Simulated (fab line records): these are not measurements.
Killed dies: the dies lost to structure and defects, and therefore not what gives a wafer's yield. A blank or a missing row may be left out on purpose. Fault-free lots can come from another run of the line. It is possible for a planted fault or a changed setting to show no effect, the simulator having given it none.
fab line records	flow nand-harc
record lots=24	wafers=72	last-day=29
route steps=1159 shown A_CONTACT@898
lots that met no fault: taken from a fault-free run of the same line
start-h: hours from the record's first day to the start of the lot's first wafer shown	wait-h: how many hours have passed since the lot's step before this one	" same as the row above	L1.1+2: a row that stands for several wafers	- either no value or no given start	* or withheld: withheld	< > ~ a bound
route shown NAME@n: names a module that has steps shown in the file, with the first one's number in the route	usual: mean/standard deviation of fault-free wafers	same: alike in all rows	chamber/n: place in a boat	sites: per-site readings	_std_site: how widely they spread, as a standard deviation	_edge_site: mean of outer sites minus mean of inner sites	radius-mm: how far each site lies from the wafer's centre	mask NAME#n: copy n	behind: the most recent tool/chamber to have shaped the wafer	hold: the reason the lot was held/the length of the hold in hours/how it ended	device: the transistor (n, p or np) that didn't switch	end of line: tests run on the same wafers once the route is complete	a step with no rows: only its recipe	killed: the dies lost at the first sort to structure and to defects; this is not the yield of the wafer	map: shows each die of a wafer: x if killed, . if not, _ if none is there
set.NAME: setting as actually run; set.NAME@STEP: the setting as run at that earlier step	model.NAME: the simulator's own value behind a step, which no gauge read
route steps across a sampled set of lots; one table per step, one row per wafer
services: when a tool's chamber went out of use (start-h, in hours from the record's first day, below 0 if earlier), for how many hours, and the reason
## steps
# step NHARC_A_CONTACT_INSPECT_71
# usual raw-defect-count=29/15
lot.wafer	tool	chamber	start-h	wait-h	raw-defect-count
L077.1	defect-inspect-01	-	452.69	0.0	14
L077.4	"	-	"	"	23
L077.6	"	-	"	"	21
L078.1	defect-inspect-01	-	454.32	0.0	10
L078.3	"	-	"	"	7
L078.6	"	-	"	"	12
L076.1	defect-inspect-02	-	462.40	0.0	4
L076.2	"	-	"	"	11
L076.6	"	-	"	"	5
L074.1	defect-inspect-02	-	463.91	0.0	18
L074.5	"	-	"	"	19
L074.6	"	-	"	"	32
L075.1	defect-inspect-02	-	468.14	0.0	41
L075.2	"	-	"	"	34
L075.5	"	-	"	"	54
L082.1	defect-inspect-01	-	474.43	0.0	18
L082.2	"	-	"	"	19
L082.5	"	-	"	"	8
L080.4	defect-inspect-01	-	475.19	0.0	25
L080.5	"	-	"	"	30
L080.6	"	-	"	"	24
L079.4	defect-inspect-01	-	483.36	0.0	12
L079.5	"	-	"	"	15
L079.6	"	-	"	"	17
L081.2	defect-inspect-01	-	485.30	0.0	39
L081.3	"	-	"	"	35
L081.6	"	-	"	"	41
L084.2	defect-inspect-02	-	490.33	0.0	27
L084.4	"	-	"	"	34
L084.5	"	-	"	"	30
L083.2	defect-inspect-02	-	491.90	0.0	27
L083.3	"	-	"	"	37
L083.5	"	-	"	"	31
L087.1	defect-inspect-02	-	501.08	0.0	51
L087.2	"	-	"	"	47
L087.6	"	-	"	"	53
L085.1	defect-inspect-02	-	516.76	0.0	9
L085.2	"	-	"	"	18
L085.6	"	-	"	"	16
L088.1	defect-inspect-02	-	516.79	0.0	33
L088.2	"	-	"	"	48
L088.4	"	-	"	"	39
L089.2	defect-inspect-02	-	519.50	0.0	37
L089.4	"	-	"	"	44
L089.5	"	-	"	"	18
L093.1	defect-inspect-01	-	526.48	0.0	48
L093.2	"	-	"	"	30
L093.6	"	-	"	"	43
L092.1	defect-inspect-02	-	528.95	0.0	9
L092.2	"	-	"	"	12
L092.6	"	-	"	"	11
L091.4	defect-inspect-02	-	530.81	0.0	40
L091.5	"	-	"	"	36
L091.6	"	-	"	"	31
L095.2	defect-inspect-02	-	531.50	0.0	55
L095.4	"	-	"	"	63
L095.5	"	-	"	"	57
L094.1	defect-inspect-02	-	535.67	0.0	33
L094.3	"	-	"	"	17
L094.6	"	-	"	"	22
L090.1	defect-inspect-01	-	536.36	0.0	25
L090.2	"	-	"	"	25
L090.6	"	-	"	"	32
L086.1	defect-inspect-01	-	547.73	0.0	45
L086.3	"	-	"	"	57
L086.5	"	-	"	"	58
L097.1	defect-inspect-02	-	558.94	0.0	13
L097.2	"	-	"	"	14
L097.6	"	-	"	"	15
L096.1	defect-inspect-01	-	562.85	0.0	45
L096.4	"	-	"	"	46
L096.5	"	-	"	"	38
# step NHARC_A_CONTACT_ETCH_78
# recipe target-depth-a=28000	over-etch-frac=0.3	time-s=728	ion-energy-ev=150	o2-flow-sccm=400	cos-flow-sccm=20	ar-flow-sccm=0	rf-w=500	bias-w=300	chemistry=O2/COS
# usual chamber-pressure-mTorr=19.999/0.018	drypump-motor-current-A=5.8/0.56	oes-product-au=0.997/0.0081	rf-vpp-V=314.2/2	showerhead-plenum-p-Torr=3.12/0.13	throttle-valve-pct=28.330/0.0081
# same time-s=728
lot.wafer	tool	chamber	start-h	wait-h	chamber-pressure-mTorr	drypump-motor-current-A	oes-product-au	rf-hours-counter-h	rf-vpp-V	showerhead-plenum-p-Torr	throttle-valve-pct
L077.1	rie-diel-06	2	-	-	20.027	5.3	1.005	6	312.0	2.94	28.311
L077.4	"	0	"	"	20.003	6.7	0.988	7	315.2	3.18	28.336
L077.6	"	1	"	"	20.009	5.0	0.991	-	317.0	3.31	28.318
L078.1	rie-diel-05	2	-	-	20.012	6.4	0.995	47	314.2	3.21	28.323
L078.3	"	0	"	"	19.978	5.3	0.992	50	313.9	3.11	28.325
L078.6	"	2	"	"	20.032	6.5	0.986	-	315.4	3.21	28.329
L076.2	rie-diel-05	1	-	-	20.002	6.0	1.000	45	313.6	3.04	28.324
L076.1	"	3	"	"	19.973	5.5	0.997	49	311.7	2.97	28.317
L076.6	"	1	"	"	20.023	6.1	0.995	-	311.6	3.04	28.336
L074.1	rie-diel-05	3	-	-	19.998	5.5	0.999	49	313.3	2.97	28.330
L074.5	"	2	"	"	19.998	6.4	0.997	-	314.1	3.21	28.324
L074.6	"	3	"	"	19.994	5.5	0.995	-	311.3	2.97	28.316
L075.2	rie-diel-06	3	-	-	19.982	5.9	0.998	10	316.8	3.25	28.331
L075.1	"	0	"	"	19.982	6.7	1.002	11	314.9	3.18	28.332
L075.5	"	3	"	"	19.973	5.9	0.998	-	318.1	3.25	28.321
L082.2	rie-diel-06	3	-	-	19.992	5.9	0.989	13	315.7	3.25	28.336
L082.1	"	0	"	"	20.002	6.7	0.999	13	314.2	3.18	28.331
L082.5	"	3	"	"	20.018	5.9	1.001	-	317.3	3.25	28.327
L080.4	rie-diel-05	0	-	-	19.990	5.3	0.998	62	315.0	3.10	28.338
L080.5	"	3	"	"	20.003	5.5	0.997	-	311.6	2.97	28.333
L080.6	"	0	"	"	19.961	5.3	0.990	-	312.7	3.10	28.336
L079.4	rie-diel-06	3	-	-	20.018	5.9	1.002	15	315.5	3.25	28.329
L079.5	"	1	"	"	20.001	5.0	1.009	-	315.2	3.31	28.333
L079.6	"	2	"	"	20.001	5.3	1.005	-	310.8	2.94	28.318
L081.3	rie-diel-04	2	-	-	19.989	6.5	1.015	4	314.9	3.13	28.325
L081.2	"	0	"	"	20.026	6.4	0.999	3	312.0	2.97	28.339
L081.6	"	3	"	"	20.005	5.1	0.996	-	317.3	3.31	28.321
L084.2	rie-diel-05	0	-	-	19.999	5.3	0.995	66	314.4	3.10	28.332
L084.4	"	3	"	"	20.018	5.5	0.990	60	311.2	2.97	28.326
L084.5	"	0	"	"	19.987	5.3	0.982	-	314.4	3.10	28.336
L083.3	rie-diel-06	1	-	-	19.967	5.0	1.006	16	318.1	3.31	28.332
L083.2	"	2	"	"	19.996	5.3	1.011	16	312.2	2.94	28.327
L083.5	"	0	"	"	20.021	6.8	0.989	-	314.0	3.17	28.344
L087.1	rie-diel-05	0	-	-	20.039	5.3	1.003	70	313.9	3.10	28.336
L087.2	"	2	"	"	19.989	6.5	1.004	65	314.6	3.20	28.322
L087.6	"	0	"	"	20.005	5.3	1.000	-	313.6	3.10	28.328
L085.2	rie-diel-06	2	-	-	19.994	5.3	0.998	20	311.2	2.94	28.318
L085.1	"	0	"	"	19.983	6.7	0.992	21	316.2	3.17	28.331
L085.6	"	2	"	"	20.018	5.3	1.002	-	309.7	2.94	28.331
L088.4	rie-diel-05	2	-	-	19.996	6.5	0.993	71	313.7	3.20	28.339
L088.1	"	3	"	"	19.970	5.5	0.997	70	313.4	2.96	28.345
L088.2	"	0	"	"	20.011	5.2	1.005	75	314.3	3.10	28.316
L089.4	rie-diel-06	3	-	-	20.024	5.9	0.983	21	315.2	3.25	28.311
L089.2	"	0	"	"	19.999	6.7	0.994	21	313.4	3.17	28.333
L089.5	"	3	"	"	20.001	5.9	0.993	-	314.8	3.25	28.326
L093.1	rie-diel-04	0	-	-	19.972	6.4	1.004	19	312.4	2.97	28.342
L093.2	"	1	"	"	19.988	5.4	0.994	20	313.2	3.13	28.343
L093.6	"	3	"	"	19.980	5.1	1.002	-	317.1	3.30	28.341
L092.2	rie-diel-04	2	-	-	19.985	6.4	0.994	23	313.8	3.12	28.330
L092.1	"	0	"	"	19.989	6.4	0.997	21	311.6	2.97	28.329
L092.6	"	3	"	"	20.024	5.1	1.008	-	316.5	3.30	28.327
L091.4	rie-diel-06	3	-	-	19.999	5.9	0.995	25	316.3	3.24	28.343
L091.6	"	1	"	"	20.013	5.0	0.997	-	317.9	3.30	28.333
L091.5	"	2	"	"	20.032	5.3	1.002	-	310.3	2.94	28.314
L095.2	rie-diel-05	1	-	-	20.008	6.1	0.993	2	312.9	3.03	28.328
L095.4	"	0	"	"	19.999	5.3	0.993	2	312.4	3.10	28.317
L095.5	"	2	"	"	19.972	6.4	0.993	-	315.5	3.20	28.327
L094.3	rie-diel-05	3	-	-	19.999	5.5	0.987	4	312.5	2.96	28.328
L094.1	"	1	"	"	20.004	6.1	0.976	4	313.2	3.03	28.340
L094.6	"	0	"	"	19.991	5.3	0.981	-	312.2	3.09	28.336
L090.1	rie-diel-06	2	-	-	20.001	5.3	1.003	25	311.3	2.94	28.349
L090.2	"	3	"	"	19.986	5.9	0.987	26	317.4	3.24	28.314
L090.6	"	2	"	"	20.021	5.3	0.995	-	309.5	2.94	28.333
L086.3	rie-diel-05	3	-	-	20.021	5.5	0.995	9	312.8	2.96	28.342
L086.1	"	1	"	"	19.984	6.1	0.978	8	311.9	3.02	28.339
L086.5	"	3	"	"	19.981	5.5	0.992	-	311.5	2.96	28.322
L097.2	rie-diel-05	1	-	-	19.990	6.1	0.990	14	313.5	3.02	28.336
L097.1	"	3	"	"	20.014	5.5	0.983	15	311.0	2.96	28.316
L097.6	"	2	"	"	19.991	6.4	1.004	-	314.5	3.19	28.322
L096.4	rie-diel-06	2	-	-	19.980	5.3	1.004	30	311.8	2.93	28.334
L096.1	"	3	"	"	19.984	5.9	1.009	30	315.2	3.24	28.323
L096.5	"	1	"	"	19.991	5.0	0.995	-	316.1	3.30	28.325
# step NHARC_A_CONTACT_ETCH_130
# recipe source-w=withheld	pressure-mtorr=20	bias-v=1200	time-s=155	target-depth-a=9560	ar-flow-sccm=withheld	c4f8-flow-sccm=withheld	o2-flow-sccm=withheld	chemistry=C4F8/O2/Ar
# usual chamber-pressure-mTorr=20.003/0.018
# same time-s=155
lot.wafer	tool	chamber	start-h	wait-h	chamber-pressure-mTorr	rf-hours-counter-h
L077.1	har-cap-etch-01	1	454.76	0.1	20.007	58
L077.4	"	1	"	"	20.031	-
L077.6	"	0	"	"	19.999	-
L078.1	har-cap-etch-03	0	457.10	0.1	20.007	83
L078.3	"	0	"	"	19.994	-
L078.6	"	1	"	"	20.025	-
L076.1	har-cap-etch-01	1	464.94	0.1	20.034	60
L076.2	"	0	"	"	20.001	60
L076.6	"	0	"	"	19.997	-
L074.1	har-cap-etch-03	1	466.12	0.1	20.003	85
L074.6	"	0	"	"	20.033	-
L074.5	"	1	"	"	19.972	-
L075.1	har-cap-etch-03	1	470.56	0.1	20.010	87
L075.2	"	0	"	"	19.990	87
L075.5	"	1	"	"	20.015	-
L082.1	har-cap-etch-02	1	476.60	0.1	20.015	20
L082.2	"	0	"	"	19.980	20
L082.5	"	1	"	"	20.029	-
L080.4	har-cap-etch-01	0	477.65	0.2	20.012	-
L080.6	"	0	"	"	20.020	-
L080.5	"	1	"	"	20.001	-
L079.4	har-cap-etch-02	1	485.50	0.1	19.956	-
L079.5	"	1	"	"	20.004	-
L079.6	"	0	"	"	19.963	-
L081.2	har-cap-etch-01	1	487.41	0.1	20.042	66
L081.3	"	0	"	"	19.971	-
L081.6	"	0	"	"	20.012	-
L084.2	har-cap-etch-01	0	492.45	0.1	20.008	67
L084.4	"	1	"	"	20.018	-
L084.5	"	0	"	"	20.002	-
L083.2	har-cap-etch-03	1	494.74	0.2	20.008	93
L083.3	"	1	"	"	20.020	-
L083.5	"	1	"	"	19.997	-
L087.1	har-cap-etch-01	1	503.35	0.1	20.008	70
L087.2	"	0	"	"	20.005	70
L087.6	"	0	"	"	20.005	-
L085.2	har-cap-etch-03	0	518.84	0.1	20.031	96
L085.1	"	1	"	"	20.044	96
L085.6	"	1	"	"	19.989	-
L088.1	har-cap-etch-02	1	518.88	0.1	19.995	27
L088.2	"	0	"	"	19.997	27
L088.4	"	1	"	"	20.029	-
L089.2	har-cap-etch-03	0	521.70	0.1	20.020	98
L089.4	"	0	"	"	20.000	-
L089.5	"	0	"	"	20.001	-
L093.2	har-cap-etch-03	1	528.66	0.1	19.993	100
L093.1	"	0	"	"	19.999	100
L093.6	"	0	"	"	20.012	-
L092.2	har-cap-etch-01	1	532.92	0.1	19.968	77
L092.1	"	0	"	"	19.991	77
L092.6	"	0	"	"	19.999	-
L091.4	har-cap-etch-03	0	532.94	0.1	20.006	-
L091.5	"	0	"	"	19.980	-
L091.6	"	1	"	"	19.997	-
L095.2	har-cap-etch-02	1	534.05	0.1	20.007	33
L095.4	"	0	"	"	20.001	-
L095.5	"	1	"	"	19.977	-
L094.1	har-cap-etch-01	1	537.86	0.1	19.979	78
L094.3	"	1	"	"	20.011	-
L094.6	"	1	"	"	20.010	-
L090.2	har-cap-etch-02	1	538.45	0.1	19.961	34
L090.1	"	0	"	"	20.023	34
L090.6	"	0	"	"	19.970	-
L086.1	har-cap-etch-01	0	550.08	0.1	20.007	81
L086.3	"	1	"	"	20.009	-
L086.5	"	0	"	"	20.019	-
L097.2	har-cap-etch-01	0	561.05	0.1	19.986	85
L097.1	"	1	"	"	20.024	85
L097.6	"	0	"	"	20.014	-
L096.1	har-cap-etch-03	0	564.95	0.1	19.980	1
L096.4	"	0	"	"	19.986	-
L096.5	"	1	"	"	19.996	-
# step NHARC_A_CONTACT_ETCH_132
# recipe source-w=withheld	pressure-mtorr=20	bias-v=1200	time-s=156	target-depth-a=9580	ar-flow-sccm=withheld	c4f8-flow-sccm=withheld	o2-flow-sccm=withheld	chemistry=C4F8/O2/Ar
# usual chamber-pressure-mTorr=20.000/0.019
# same time-s=156
lot.wafer	tool	chamber	start-h	wait-h	chamber-pressure-mTorr	rf-hours-counter-h
L077.1	har-cap-etch-01	1	455.05	0.1	19.990	58
L077.4	"	1	"	"	19.996	-
L077.6	"	0	"	"	19.977	-
L078.1	har-cap-etch-03	0	457.38	0.1	19.980	83
L078.3	"	0	"	"	20.015	-
L078.6	"	1	"	"	20.007	-
L076.1	har-cap-etch-01	1	465.22	0.1	20.015	60
L076.2	"	0	"	"	20.010	60
L076.6	"	0	"	"	19.994	-
L074.1	har-cap-etch-03	1	466.40	0.1	20.021	85
L074.6	"	0	"	"	20.019	-
L074.5	"	1	"	"	20.002	-
L075.1	har-cap-etch-03	1	470.85	0.1	19.985	87
L075.2	"	0	"	"	20.003	87
L075.5	"	1	"	"	20.001	-
L082.1	har-cap-etch-02	1	476.88	0.1	20.014	20
L082.2	"	0	"	"	19.998	20
L082.5	"	1	"	"	19.960	-
L080.4	har-cap-etch-01	0	478.03	0.2	19.983	-
L080.6	"	0	"	"	19.994	-
L080.5	"	1	"	"	19.991	-
L079.4	har-cap-etch-02	1	485.78	0.1	19.988	-
L079.5	"	1	"	"	19.975	-
L079.6	"	0	"	"	19.996	-
L081.2	har-cap-etch-01	1	487.70	0.1	20.000	66
L081.3	"	0	"	"	19.975	-
L081.6	"	0	"	"	20.049	-
L084.2	har-cap-etch-01	0	492.74	0.1	19.994	68
L084.4	"	1	"	"	19.990	-
L084.5	"	0	"	"	19.996	-
L083.2	har-cap-etch-03	1	495.25	0.2	20.030	93
L083.3	"	1	"	"	20.019	-
L083.5	"	1	"	"	20.000	-
L087.1	har-cap-etch-01	1	503.63	0.1	19.995	70
L087.2	"	0	"	"	19.971	70
L087.6	"	0	"	"	20.031	-
L085.2	har-cap-etch-03	0	519.12	0.1	20.029	96
L085.1	"	1	"	"	20.042	96
L085.6	"	1	"	"	20.018	-
L088.1	har-cap-etch-02	1	519.16	0.1	20.002	28
L088.2	"	0	"	"	19.981	28
L088.4	"	1	"	"	20.006	-
L089.2	har-cap-etch-03	0	521.98	0.1	20.007	98
L089.4	"	0	"	"	19.962	-
L089.5	"	0	"	"	19.945	-
L093.2	har-cap-etch-03	1	528.94	0.1	19.993	100
L093.1	"	0	"	"	20.011	100
L093.6	"	0	"	"	19.983	-
L092.2	har-cap-etch-01	1	533.21	0.1	20.008	77
L092.1	"	0	"	"	19.994	77
L092.6	"	0	"	"	20.012	-
L091.4	har-cap-etch-03	0	533.23	0.1	19.990	-
L091.5	"	0	"	"	20.011	-
L091.6	"	1	"	"	20.005	-
L095.2	har-cap-etch-02	1	534.33	0.1	19.965	33
L095.4	"	0	"	"	19.996	-
L095.5	"	1	"	"	20.002	-
L094.1	har-cap-etch-01	1	538.15	0.1	19.977	79
L094.3	"	1	"	"	20.014	-
L094.6	"	1	"	"	20.005	-
L090.2	har-cap-etch-02	1	538.73	0.1	19.997	34
L090.1	"	0	"	"	19.988	34
L090.6	"	0	"	"	19.976	-
L086.1	har-cap-etch-01	0	550.36	0.1	20.009	81
L086.3	"	1	"	"	20.005	-
L086.5	"	0	"	"	20.014	-
L097.2	har-cap-etch-01	0	561.33	0.1	19.978	85
L097.1	"	1	"	"	19.976	85
L097.6	"	0	"	"	19.990	-
L096.1	har-cap-etch-03	0	565.23	0.1	19.983	1
L096.4	"	0	"	"	19.999	-
L096.5	"	1	"	"	20.016	-
# step NHARC_A_CONTACT_ETCH_88
# recipe target-depth-a=390	over-etch-frac=0.3	time-s=65	ion-energy-ev=80	cf4-flow-sccm=150	ar-flow-sccm=0	rf-w=300	bias-w=100	chemistry=CF4
# usual chamber-pressure-mTorr=50.00/0.046	drypump-motor-current-A=5.7/0.58	oes-product-au=0.994/0.0079	rf-vpp-V=151.2/1.3	showerhead-plenum-p-Torr=1.77/0.073	throttle-valve-pct=13.283/0.0091
# same time-s=65
lot.wafer	tool	chamber	start-h	wait-h	chamber-pressure-mTorr	drypump-motor-current-A	oes-product-au	rf-hours-counter-h	rf-vpp-V	showerhead-plenum-p-Torr	throttle-valve-pct
L077.1	rie-diel-06	3	463.80	0.1	49.88	5.9	0.995	8	152.9	1.84	13.281
L077.4	"	0	"	"	50.04	6.7	0.988	9	152.0	1.80	13.292
L077.6	"	2	"	"	49.93	5.3	1.005	-	151.1	1.67	13.296
L078.1	rie-diel-05	1	466.66	0.1	49.96	6.1	0.996	46	151.1	1.72	13.269
L078.3	"	2	"	"	49.98	6.5	0.994	51	151.3	1.82	13.289
L078.6	"	1	"	"	49.96	6.1	0.972	-	150.6	1.72	13.292
L074.1	rie-diel-05	3	473.17	0.1	49.98	5.5	0.991	54	150.1	1.68	13.297
L074.5	"	0	"	"	50.06	5.2	0.982	-	151.2	1.76	13.281
L074.6	"	1	"	"	50.03	6.1	0.995	-	151.3	1.72	13.284
L076.2	rie-diel-05	0	473.65	0.1	49.97	5.3	0.989	61	150.7	1.76	13.283
L076.1	"	2	"	"	50.06	6.4	0.992	55	151.9	1.82	13.286
L076.6	"	1	"	"	49.98	6.1	0.993	-	151.2	1.72	13.287
L075.2	rie-diel-06	3	479.38	0.1	49.96	5.9	0.990	14	154.0	1.84	13.285
L075.1	"	0	"	"	50.01	6.7	0.991	14	151.5	1.80	13.268
L075.5	"	2	"	"	50.00	5.3	0.995	-	151.0	1.67	13.296
L082.2	rie-diel-04	2	486.46	0.1	49.99	6.4	0.986	5	152.4	1.77	13.276
L082.1	"	3	"	"	50.04	5.1	1.001	4	153.2	1.87	13.283
L082.5	"	0	"	"	50.03	6.4	0.991	-	149.9	1.69	13.295
L080.4	rie-diel-04	2	487.94	0.1	50.01	6.4	1.004	5	150.6	1.77	13.294
L080.5	"	2	"	"	50.01	6.4	0.996	-	151.1	1.77	13.291
L080.6	"	3	"	"	50.05	5.1	0.994	-	151.7	1.87	13.285
L079.4	rie-diel-06	1	493.28	0.1	50.03	5.0	0.997	17	151.7	1.87	13.289
L079.6	"	1	"	"	50.02	5.0	1.004	-	153.8	1.87	13.283
L079.5	"	2	"	"	50.00	5.3	0.993	-	148.7	1.67	13.276
L081.2	rie-diel-05	0	494.04	0.1	50.10	5.2	0.992	67	150.5	1.76	13.271
L081.3	"	1	"	"	50.03	6.1	0.989	58	150.3	1.72	13.297
L081.6	"	2	"	"	50.06	6.5	0.995	-	150.5	1.82	13.291
L084.2	rie-diel-06	2	496.95	0.1	50.03	5.3	1.012	17	150.1	1.67	13.290
L084.4	"	3	"	"	50.05	5.9	0.999	17	152.9	1.84	13.277
L084.5	"	1	"	"	50.00	5.0	0.993	-	151.4	1.87	13.281
L083.3	rie-diel-04	3	499.81	0.1	50.07	5.1	0.998	8	154.0	1.87	13.275
L083.2	"	2	"	"	49.94	6.4	0.999	10	150.8	1.77	13.262
L083.5	"	3	"	"	50.03	5.1	0.988	-	151.3	1.87	13.266
L087.1	rie-diel-06	2	508.61	0.1	49.98	5.3	1.009	18	148.3	1.67	13.282
L087.2	"	1	"	"	49.96	5.0	0.999	18	152.8	1.87	13.278
L087.6	"	3	"	"	49.96	5.8	0.992	-	151.6	1.84	13.276
L088.1	rie-diel-06	1	525.95	1.1	49.99	5.0	0.983	22	153.5	1.87	13.283
L088.2	"	2	"	"	50.05	5.3	1.001	22	148.9	1.67	13.291
L088.4	"	3	"	"	49.89	5.9	0.979	23	153.1	1.84	13.282
L085.1	rie-diel-06	3	526.35	0.1	50.09	5.9	0.996	23	151.2	1.84	13.290
L085.2	"	0	"	"	49.98	6.7	0.987	24	151.8	1.80	13.271
L085.6	"	2	"	"	49.97	5.3	1.000	-	149.0	1.67	13.278
L089.4	rie-diel-05	0	527.45	0.1	49.99	5.2	0.990	0	151.8	1.75	13.287
L089.2	"	3	"	"	49.96	5.5	1.007	0	148.6	1.68	13.286
L089.5	"	1	"	"	50.03	6.1	0.979	-	151.4	1.72	13.285
L093.1	rie-diel-05	3	534.77	0.1	49.98	5.5	0.995	3	150.5	1.68	13.293
L093.2	"	0	"	"	50.02	5.3	0.995	3	151.4	1.75	13.293
L093.6	"	3	"	"	49.92	5.5	0.992	-	152.7	1.68	13.298
L091.4	rie-diel-06	2	541.08	0.1	49.98	5.3	0.996	26	148.9	1.66	13.279
L091.6	"	1	"	"	49.94	5.0	0.973	-	152.3	1.87	13.280
L091.5	"	2	"	"	50.00	5.3	0.997	-	150.5	1.67	13.273
L092.2	rie-diel-04	0	541.74	0.1	50.00	6.4	1.005	26	149.8	1.68	13.265
L092.1	"	1	"	"	50.01	5.4	0.990	27	151.5	1.77	13.276
L092.6	"	2	"	"	50.06	6.4	1.000	-	150.3	1.77	13.265
L095.4	rie-diel-04	0	542.33	0.1	49.96	6.4	0.998	26	149.9	1.68	13.283
L095.2	"	1	"	"	49.96	5.4	0.999	27	151.1	1.77	13.296
L095.5	"	0	"	"	50.04	6.4	1.003	-	150.8	1.68	13.283
L094.1	rie-diel-06	2	544.84	0.1	49.90	5.3	0.999	26	149.0	1.66	13.270
L094.3	"	3	"	"	49.99	5.8	0.980	27	152.3	1.84	13.286
L094.6	"	3	"	"	49.99	5.9	0.976	-	151.3	1.84	13.286
L090.2	rie-diel-05	2	546.54	0.6	50.03	6.4	1.003	7	150.6	1.81	13.277
L090.1	"	3	"	"	49.95	5.5	0.997	8	151.1	1.68	13.259
L090.6	"	2	"	"	50.06	6.4	1.000	-	152.7	1.81	13.298
L086.3	rie-diel-06	3	557.24	0.1	50.01	5.9	1.006	29	153.7	1.84	13.285
L086.1	"	0	"	"	50.08	6.7	0.992	30	151.9	1.79	13.272
L086.5	"	2	"	"	50.01	5.3	1.010	-	150.6	1.66	13.286
L097.1	rie-diel-06	3	566.13	0.1	49.99	5.9	0.993	31	151.5	1.84	13.269
L097.2	"	1	"	"	49.94	5.0	0.994	32	152.0	1.87	13.277
L097.6	"	3	"	"	50.00	5.9	1.000	-	152.0	1.83	13.286
L096.1	rie-diel-05	2	570.85	0.1	49.89	6.4	0.998	17	150.3	1.81	13.278
L096.4	"	2	"	"	49.98	6.4	0.991	-	152.7	1.81	13.297
L096.5	"	0	"	"	49.98	5.3	0.989	-	150.7	1.75	13.267
# step NHARC_A_CONTACT_ETCH_135
# recipe source-w=withheld	pressure-mtorr=20	bias-v=3000	time-s=132	target-depth-a=12870	ar-flow-sccm=withheld	c4f8-flow-sccm=withheld	o2-flow-sccm=withheld	chemistry=C4F8/O2/Ar
# usual chamber-pressure-mTorr=19.997/0.019
# same time-s=132
lot.wafer	tool	chamber	start-h	wait-h	chamber-pressure-mTorr	rf-hours-counter-h
L077.1	har-cap-etch-02	1	464.92	0.2	19.999	14
L077.4	"	0	"	"	20.042	-
L077.6	"	0	"	"	20.012	-
L078.1	har-cap-etch-03	0	468.93	0.2	20.011	86
L078.3	"	0	"	"	20.033	-
L078.6	"	1	"	"	19.987	-
L074.1	har-cap-etch-03	0	474.29	0.2	20.022	88
L074.5	"	0	"	"	19.989	-
L074.6	"	1	"	"	19.994	-
L076.2	har-cap-etch-03	1	475.21	0.2	20.004	88
L076.1	"	0	"	"	20.002	88
L076.6	"	1	"	"	19.992	-
L075.2	har-cap-etch-01	1	480.49	0.2	19.994	65
L075.1	"	0	"	"	19.998	65
L075.5	"	1	"	"	20.003	-
L082.2	har-cap-etch-03	0	487.59	0.2	19.984	92
L082.1	"	1	"	"	19.982	92
L082.5	"	1	"	"	19.991	-
L080.4	har-cap-etch-02	1	489.17	0.1	20.027	-
L080.6	"	1	"	"	20.009	-
L080.5	"	0	"	"	19.989	-
L079.4	har-cap-etch-02	1	494.48	0.1	20.001	-
L079.6	"	0	"	"	20.026	-
L079.5	"	1	"	"	20.031	-
L081.2	har-cap-etch-01	1	495.28	0.2	19.977	68
L081.3	"	0	"	"	20.003	-
L081.6	"	1	"	"	19.987	-
L084.2	har-cap-etch-01	0	498.07	0.2	19.980	69
L084.4	"	1	"	"	20.017	-
L084.5	"	0	"	"	19.973	-
L083.2	har-cap-etch-02	1	500.98	0.2	19.991	25
L083.3	"	0	"	"	20.037	-
L083.5	"	0	"	"	20.010	-
L087.1	har-cap-etch-03	1	509.71	0.2	20.008	95
L087.2	"	0	"	"	20.015	95
L087.6	"	0	"	"	19.993	-
L088.1	har-cap-etch-02	0	527.23	0.2	19.992	29
L088.2	"	1	"	"	19.993	29
L088.4	"	0	"	"	19.999	-
L085.1	har-cap-etch-01	0	527.53	0.2	20.019	74
L085.2	"	1	"	"	20.038	74
L085.6	"	1	"	"	19.996	-
L089.2	har-cap-etch-02	1	528.63	0.2	19.985	30
L089.4	"	0	"	"	20.019	-
L089.5	"	1	"	"	20.002	-
L093.2	har-cap-etch-03	1	535.87	0.2	19.999	102
L093.1	"	0	"	"	19.994	102
L093.6	"	1	"	"	19.996	-
L091.4	har-cap-etch-01	0	542.22	0.1	19.970	-
L091.6	"	0	"	"	20.007	-
L091.5	"	1	"	"	19.989	-
L092.1	har-cap-etch-02	1	542.97	0.2	20.019	35
L092.2	"	0	"	"	20.032	35
L092.6	"	0	"	"	19.986	-
L095.2	har-cap-etch-03	1	543.61	0.2	19.982	104
L095.4	"	0	"	"	19.980	-
L095.5	"	0	"	"	20.002	-
L094.1	har-cap-etch-01	1	545.95	0.2	20.028	80
L094.3	"	1	"	"	19.988	-
L094.6	"	1	"	"	20.008	-
L090.1	har-cap-etch-02	0	547.67	0.2	19.997	35
L090.2	"	1	"	"	19.963	35
L090.6	"	0	"	"	20.012	-
L086.1	har-cap-etch-02	0	558.35	0.2	19.999	38
L086.3	"	0	"	"	19.992	-
L086.5	"	1	"	"	20.005	-
L097.2	har-cap-etch-03	1	567.24	0.2	19.995	1
L097.1	"	0	"	"	19.993	1
L097.6	"	1	"	"	19.921	-
L096.1	har-cap-etch-02	0	572.13	0.2	20.010	42
L096.4	"	1	"	"	19.990	-
L096.5	"	0	"	"	19.973	-
## services
tool	chamber	start-h	hours	kind
rie-diel-05	3	449.53	12.9	repair
rie-diel-06	0	452.19	-	clean
rie-diel-06	1	452.19	-	clean
rie-diel-06	2	452.19	-	clean
rie-diel-06	3	452.19	-	clean
rie-diel-04	3	461.57	8.7	repair
rie-diel-04	-	466.00	9.0	pm
har-cap-etch-01	-	467.90	0.2	repair
rie-diel-06	0	476.71	-	clean
rie-diel-06	1	476.71	-	clean
rie-diel-06	2	476.71	-	clean
rie-diel-06	3	476.71	-	clean
rie-diel-05	1	481.75	4.3	repair
rie-diel-06	0	501.21	-	clean
rie-diel-06	1	501.21	-	clean
rie-diel-05	-	518.18	9.0	pm
har-cap-etch-03	-	545.00	17.0	pm
har-cap-etch-03	0	545.00	17.0	vent-cycle
har-cap-etch-03	1	545.00	17.0	vent-cycle
har-cap-etch-03	0	562.00	-	clean
har-cap-etch-03	1	562.00	-	clean
rie-diel-04	-	566.05	0.4	repair
rie-diel-05	1	567.24	5.5	repair
rie-diel-04	0	570.01	2.7	repair
## key
fault none
